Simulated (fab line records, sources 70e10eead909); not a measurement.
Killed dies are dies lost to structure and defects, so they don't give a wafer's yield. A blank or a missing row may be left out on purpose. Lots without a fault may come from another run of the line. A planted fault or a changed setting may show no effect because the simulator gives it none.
A struck lot beside a sound one | flow nand_harc | 15 steps out of a route of 1159
Sound: wafers L196.4, L196.5, L196.6. Struck: wafer L194.2. (L194.3 of the same lot was not struck and is left out.) The cause comes at the end.
At each step with rows: each side's tool, then ch and its chambers, then its first start. Under that, the readings that differ: sound wafers | struck wafers | difference of the means | sigmas: that difference in standard deviations of wafers without a fault.
alike: readings whose means differ by less than 2 such deviations, and words and numbers that are the same on both sides. not compared: withheld readings, readings that some wafer has no value for, bounds like >300 that may hide the same value, and numbers for which the record gives no deviation and whose values overlap.
The two part at a step that has a row with sigmas, a row that says differs or no value, or rows on one side only. Numbers that don't overlap but have no deviation are shown without sigmas and don't part them. A reading that every wafer of one side lacks parts them only if that side has two wafers or more.

NHARC_P_GATE_INSPECT_28:
  sound on defect_inspect-02, day 9 18:24; struck on defect_inspect-02, day 9 06:40
  alike: raw_defect_count
NHARC_P_GATE_DESCUM_31: chemistry O2, time 3 s.
  sound on rie_diel-10 ch 2,3, day 9 18:27; struck on rie_diel-03 ch 0, day 9 06:44
  alike: drypump_motor_current_A, mfc_ar_sccm, oes_product_au, rf_vpp_V, showerhead_plenum_p_Torr, throttle_valve_pct
  not compared: rf_hours_counter_h
then, 1 step without rows for these wafers: NHARC_P_GATE_ETCH_104 (etches the open film in CF4/CHF3, target depth 60 nm).
NHARC_P_GATE_HM_OPEN_105: chemistry O2/COS, target depth 360 nm.
  sound on rie_diel-10 ch 0,1; struck on rie_diel-03 ch 3
  alike: drypump_motor_current_A, mfc_ar_sccm, oes_product_au, rf_vpp_V, showerhead_plenum_p_Torr, throttle_valve_pct
  not compared: rf_hours_counter_h
then, 1 step without rows for these wafers: NHARC_P_GATE_STRIP_106 (strips in O2/COS).
NHARC_P_GATE_ETCH_114: etches the open film in CF4/O2, target depth 30 nm, overetch 3 nm, time 16.5 s.
  sound on rie_diel-10 ch 2,3; struck on rie_diel-03 ch 3
  reading                | sound                | struck | difference | sigmas
  rf_vpp_V (V)           | 196.1 198.1 195.8    | 199.3  | +2.6       | +2
  throttle_valve_pct (%) | 13.378 13.392 13.392 | 13.409 | +0.022     | +2
  alike: drypump_motor_current_A, mfc_ar_sccm, oes_product_au, showerhead_plenum_p_Torr
  not compared: rf_hours_counter_h
NHARC_P_GATE_ETCH_32: etches the open film in HBr/Cl2, target depth 150 nm, time 100.1 s.
  sound on rie_si-06 ch 0,1, day 9 18:56; struck on rie_si-06 ch 0, day 9 07:21
  alike: drypump_motor_current_A, oes_product_au, throttle_valve_pct
  not compared: rf_hours_counter_h
NHARC_P_GATE_STRIP_108: strips in O2.
  sound on rie_diel-03 ch 0,2,3, day 9 19:07; struck on rie_diel-03 ch 0, day 9 07:32
  alike: drypump_motor_current_A, mfc_ar_sccm, oes_product_au, rf_vpp_V, showerhead_plenum_p_Torr, throttle_valve_pct
  not compared: rf_hours_counter_h
NHARC_P_GATE_CD_MEAS_33:
  sound on cd_sem-03, day 9 19:16; struck on cd_sem-01, day 9 07:43
  alike: cd_nm
then, 3 steps without rows for these wafers: NHARC_P_GATE_STRIP_35 (strips in SPM, time 600 s); NHARC_P_GATE_PRECLEAN_73 (cleans in SC1); NHARC_P_GATE_SRD_74.
NHARC_P_GATE_ALD_36: deposits SiNx, target thk 20 nm, pulse time 60 s, ald cycles 223.
  sound on ald_sin-01 ch 0,1,2, day 9 23:56; struck on ald_sin-02 ch 1, day 9 09:14
  reading    | sound       | struck | difference | sigmas
  ald_cycles | 223 223 223 | 208    | -15        |
  alike: heater_power_w, precursor_pulse_height_rel
then, 2 steps without rows for these wafers: NHARC_P_GATE_ETCHBACK_37 (etches the open film in CHF3/O2, target depth 34.5 nm, time 17.2 s); NHARC_END_SORT_01.

WHERE THEY PART
Only at NHARC_P_GATE_ETCH_114, within this record. Later steps at which nothing parts them and some readings are alike: NHARC_P_GATE_ETCH_32, NHARC_P_GATE_STRIP_108, NHARC_P_GATE_CD_MEAS_33, NHARC_P_GATE_ALD_36.

WHY: what the simulator had put in
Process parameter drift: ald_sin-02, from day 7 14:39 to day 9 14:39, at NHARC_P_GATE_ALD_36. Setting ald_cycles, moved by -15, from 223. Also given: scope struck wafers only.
